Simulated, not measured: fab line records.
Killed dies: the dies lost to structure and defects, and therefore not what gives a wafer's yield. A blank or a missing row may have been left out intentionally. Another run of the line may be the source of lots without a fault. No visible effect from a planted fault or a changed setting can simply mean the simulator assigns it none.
Lot-split experiment | flow n5 finfet | 21 wafers read from 7 lots, route of 1938 steps

THE SPLIT ITSELF
At N5_PASSIVATION_PECVD_53 (deposits SiO2 from TEOS/O2, target thk 800 nm, time 169.4 s), the setting time s was moved away from the recipe's 169.4 s on 7 of the 21 wafers read, by -5.8% to +14.4%. The other wafers ran this setting at the recipe's value.

The split's own step is where the reading is taken.

THE READING
SiO2_of_PASSIVATION_PECVD_53.thk nm (the simulator's own value, which no gauge read), in nm, at N5_PASSIVATION_PECVD_53 (deposits SiO2 from TEOS/O2, target thk 800 nm, time 169.4 s). The file does not state a usual value for it. Average 797.3 nm, standard deviation 10 nm, over the 14 wafers here run with the recipe.

wafer  | tool, chamber at the split | time s as run, s | against the recipe | SiO2_of_PASSIVATION_PECVD_53.thk nm, nm | against lot-mates on the recipe
L076.2 | pecvd-02, 2                | 169.4            | recipe             | 787.6                                   | -
L076.4 | pecvd-02, 1                | 169.4            | recipe             | 811.2                                   | -
L076.5 | pecvd-02, 0                | 169.4            | recipe             | 802.8                                   | -
L078.4 | pecvd-04, 0                | 178.5            | +5.4%              | 854.4                                   | +51.2
L078.5 | pecvd-04, 2                | 169.4            | recipe             | 803.2                                   | -
L078.6 | pecvd-04, 1                | 178.5            | +5.4%              | 863.6                                   | +60.4
L080.2 | pecvd-04, 2                | 169.4            | recipe             | 798                                     | -
L080.3 | pecvd-04, 1                | 169.4            | recipe             | 782.8                                   | -
L080.4 | pecvd-04, 1                | 169.4            | recipe             | 806.4                                   | -
L088.1 | pecvd-03, 1                | 169.4            | recipe             | 814.6                                   | -
L088.2 | pecvd-03, 2                | 159.5            | -5.8%              | 744.8                                   | -69.8
L088.4 | pecvd-03, 1                | 159.5            | -5.8%              | 763.8                                   | -50.8
L087.1 | pecvd-04, 2                | 169.4            | recipe             | 802                                     | -
L087.2 | pecvd-04, 1                | 187.1            | +10.4%             | 888.4                                   | +86.4
L087.5 | pecvd-04, 0                | 187.1            | +10.4%             | 900                                     | +98.0
L089.1 | pecvd-02, 0                | 169.4            | recipe             | 782.2                                   | -
L089.3 | pecvd-02, 1                | 169.4            | recipe             | 802                                     | -
L089.4 | pecvd-02, 0                | 169.4            | recipe             | 797.4                                   | -
L097.1 | pecvd-04, 0                | 169.4            | recipe             | 786.2                                   | -
L097.3 | pecvd-04, 1                | 169.4            | recipe             | 785.4                                   | -
L097.5 | pecvd-04, 0                | 193.8            | +14.4%             | 912.2                                   | +126.4

FIT RESULTS
A straight line over all 21 wafers: SiO2_of_PASSIVATION_PECVD_53.thk nm changes by +8.64 nm for each +1% of time s; r = +0.97; the points scatter about the line by 11 nm.
The same after taking each lot's own level away (the mean of its wafers on the recipe; 21 wafers): +9.2 nm for each +1%; r = +0.98; scatter 8.3 nm.
That fit puts the effect of the largest move of time s on the reading at 1.3e+02 nm.
Measured against the standard deviation above, the lots' own levels, which go from 785.80 to 814.60 nm, span 2.8 times it.
The two slopes agree, so the slope changes little with the lot-to-lot level.
Check: with one of the wafers moved furthest among these (+14.4%) left out of the fit, the line predicts +135 nm for it against its lot-mates. It came out at +126 nm against them.

OTHER SPLITS APPLIED TO THESE WAFERS
Note: prior to the reading, these wafers also went through further splits. Each is held against what the fit with the lots' levels taken away leaves over:
other split on the same wafers | wafers away from the commonest value | r with SiO2_of_PASSIVATION_PECVD_53.thk nm (lot level and that fit taken away)
N5_BEOL_M14_SPUTTER_44 time s  | 5                                    | +0.18

FILE'S OWN FIT
SiO2_of_PASSIVATION_PECVD_53.thk nm changes by +9.05 nm for each +1% of time s, r = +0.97.
